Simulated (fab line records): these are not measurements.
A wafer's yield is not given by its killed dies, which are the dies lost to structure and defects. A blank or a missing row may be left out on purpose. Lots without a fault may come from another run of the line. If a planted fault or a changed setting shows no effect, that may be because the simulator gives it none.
Which tool did it? || flow nand-harc || 12 lots, 36 wafers sampled, at 5 steps of a route of 1302

WHAT THE GAUGES READ, wafer by wafer
NHARC_A_SGD_CUT_INSPECT_25.
{"lot": "L075", "measured": "day 20 07:02", "on": "defect-inspect-02", "raw-defect-count": "325 350 379"}
{"lot": "L076", "measured": "day 20 11:08", "on": "defect-inspect-02", "raw-defect-count": "327 290 364"}
{"lot": "L079", "measured": "day 21 01:08", "on": "defect-inspect-01", "raw-defect-count": "467 362 383"}
{"lot": "L081", "measured": "day 22 08:04", "on": "defect-inspect-01", "raw-defect-count": "417 391 545"}
{"lot": "L084", "measured": "day 23 14:00", "on": "defect-inspect-01", "raw-defect-count": "387 300 301"}
{"lot": "L085", "measured": "day 24 00:08", "on": "defect-inspect-02", "raw-defect-count": "470 455 453"}
{"lot": "L087", "measured": "day 24 11:07", "on": "defect-inspect-01", "raw-defect-count": "497 587 423"}
{"lot": "L088", "measured": "day 25 09:26", "on": "defect-inspect-01", "raw-defect-count": "318 283 417"}
{"lot": "L091", "measured": "day 26 02:40", "on": "defect-inspect-02", "raw-defect-count": "487 422 459"}
{"lot": "L093", "measured": "day 27 08:25", "on": "defect-inspect-02", "raw-defect-count": "441 461 339"}
{"lot": "L094", "measured": "day 28 07:41", "on": "defect-inspect-01", "raw-defect-count": "428 448 693"}
{"lot": "L097", "measured": "day 29 07:56", "on": "defect-inspect-02", "raw-defect-count": "398 332 300"}

TOOL THAT RAN EACH LOT (tool first, then ch and the chambers of the sampled wafers, then the start)
{"lot": "L075", "NHARC_A_STAIRCASE_DEP_417": "pecvd-04 ch 1,2, day 18 02:59", "NHARC_A_STAIRCASE_ETCH_444": "rie-diel-11 ch 0,1,2, day 19 17:02", "NHARC_A_STAIRCASE_ETCHBACK_157": "rie-diel-04 ch 0,2,3, day 19 22:37", "NHARC_A_SGD_CUT_ETCH_58": "rie-diel-06 ch 0,2,3, day 20 00:28"}
{"lot": "L076", "NHARC_A_STAIRCASE_DEP_417": "pecvd-04 ch 0,1,2, day 18 07:22", "NHARC_A_STAIRCASE_ETCH_444": "rie-diel-02 ch 1,2, day 19 20:40", "NHARC_A_STAIRCASE_ETCHBACK_157": "rie-diel-04 ch 0,1,2, day 20 02:49", "NHARC_A_SGD_CUT_ETCH_58": "rie-diel-06 ch 0,1,3, day 20 04:46"}
{"lot": "L079", "NHARC_A_STAIRCASE_DEP_417": "pecvd-02 ch 0,1,2, day 18 23:52", "NHARC_A_STAIRCASE_ETCH_444": "rie-diel-04 ch 0,1,3, day 20 11:42", "NHARC_A_STAIRCASE_ETCHBACK_157": "rie-diel-11 ch 1,2, day 20 16:54", "NHARC_A_SGD_CUT_ETCH_58": "rie-diel-10 ch 1,2, day 20 18:54"}
{"lot": "L081", "NHARC_A_STAIRCASE_DEP_417": "pecvd-02 ch 0,1, day 20 03:17", "NHARC_A_STAIRCASE_ETCH_444": "rie-diel-02 ch 1,2,3, day 21 14:31", "NHARC_A_STAIRCASE_ETCHBACK_157": "rie-diel-04 ch 0,1,2, day 21 21:12", "NHARC_A_SGD_CUT_ETCH_58": "rie-diel-10 ch 1,2,3, day 21 23:09"}
{"lot": "L084", "NHARC_A_STAIRCASE_DEP_417": "pecvd-01 ch 0,1,2, day 21 05:23", "NHARC_A_STAIRCASE_ETCH_444": "rie-diel-02 ch 1,3, day 22 23:19", "NHARC_A_STAIRCASE_ETCHBACK_157": "rie-diel-02 ch 0,2, day 23 05:07", "NHARC_A_SGD_CUT_ETCH_58": "rie-diel-09 ch 0,1,3, day 23 06:57"}
{"lot": "L085", "NHARC_A_STAIRCASE_DEP_417": "pecvd-04 ch 0,2, day 21 21:31", "NHARC_A_STAIRCASE_ETCH_444": "rie-diel-11 ch 0,1,3, day 23 09:43", "NHARC_A_STAIRCASE_ETCHBACK_157": "rie-diel-11 ch 0,2,3, day 23 15:47", "NHARC_A_SGD_CUT_ETCH_58": "rie-diel-06 ch 0,3, day 23 17:45"}
{"lot": "L087", "NHARC_A_STAIRCASE_DEP_417": "pecvd-02 ch 0,1,2, day 22 06:49", "NHARC_A_STAIRCASE_ETCH_444": "rie-diel-04 ch 0,3, day 23 19:42", "NHARC_A_STAIRCASE_ETCHBACK_157": "rie-diel-02 ch 0,1,3, day 24 01:53", "NHARC_A_SGD_CUT_ETCH_58": "rie-diel-06 ch 0,2, day 24 03:41"}
{"lot": "L088", "NHARC_A_STAIRCASE_DEP_417": "pecvd-01 ch 0,1,2, day 23 06:40", "NHARC_A_STAIRCASE_ETCH_444": "rie-diel-02 ch 0,2,3, day 24 18:46", "NHARC_A_STAIRCASE_ETCHBACK_157": "rie-diel-04 ch 1,3, day 25 00:26", "NHARC_A_SGD_CUT_ETCH_58": "rie-diel-09 ch 0,1,3, day 25 02:40"}
{"lot": "L091", "NHARC_A_STAIRCASE_DEP_417": "pecvd-02 ch 0,2, day 24 01:02", "NHARC_A_STAIRCASE_ETCH_444": "rie-diel-04 ch 1,2,3, day 25 12:07", "NHARC_A_STAIRCASE_ETCHBACK_157": "rie-diel-11 ch 0,2, day 25 18:17", "NHARC_A_SGD_CUT_ETCH_58": "rie-diel-06 ch 0,1,2, day 25 20:10"}
{"lot": "L093", "NHARC_A_STAIRCASE_DEP_417": "pecvd-02 ch 0,1,2, day 25 01:24", "NHARC_A_STAIRCASE_ETCH_444": "rie-diel-02 ch 0,2, day 26 18:13", "NHARC_A_STAIRCASE_ETCHBACK_157": "rie-diel-02 ch 2,3, day 27 00:24", "NHARC_A_SGD_CUT_ETCH_58": "rie-diel-09 ch 0,1, day 27 02:30"}
{"lot": "L094", "NHARC_A_STAIRCASE_DEP_417": "pecvd-02 ch 0,1, day 26 04:58", "NHARC_A_STAIRCASE_ETCH_444": "rie-diel-02 ch 1,2, day 27 16:07", "NHARC_A_STAIRCASE_ETCHBACK_157": "rie-diel-11 ch 0,1,2, day 27 21:47", "NHARC_A_SGD_CUT_ETCH_58": "rie-diel-10 ch 0,1, day 27 23:44"}
{"lot": "L097", "NHARC_A_STAIRCASE_DEP_417": "pecvd-04 ch 0,1,2, day 27 05:09", "NHARC_A_STAIRCASE_ETCH_444": "rie-diel-02 ch 2,3, day 28 14:28", "NHARC_A_STAIRCASE_ETCHBACK_157": "rie-diel-04 ch 0,1,2, day 28 20:38", "NHARC_A_SGD_CUT_ETCH_58": "rie-diel-10 ch 0,2, day 28 22:34"}
- NHARC_A_STAIRCASE_DEP_417: deposits Si3N4, target thk 60 nm.
- NHARC_A_STAIRCASE_ETCH_444: etches the open film in C4F8/O2, target depth 20400 nm, time 6800 s.
- NHARC_A_STAIRCASE_ETCHBACK_157: etches the open film in CH3F/O2, target depth 90 nm, time 167.14 s.
- NHARC_A_SGD_CUT_ETCH_58: etches the open film in CF4, target depth 39 nm, time 65 s.

THE ANSWER, worked out from the rows above alone
Rule: what is usual is taken from the lots themselves. The widest of any qualifying gaps counts: lots, ordered by their means at a reading, are off when they make up no more than a third of the lots, leave a main group of 4 or more, and stand apart from it by 3 or more times the standard deviation of that group's means. The tables above print the reading to a certain number of digits; a main group whose means all agree to those digits is not used. A lot without any number at a reading at which 4 lots or more have one is off too. Any other lot the step has rows for is counted as sound.
No lot is off at any reading shown: from this, nothing can be told.

WHAT THE SIMULATOR HAD INSERTED
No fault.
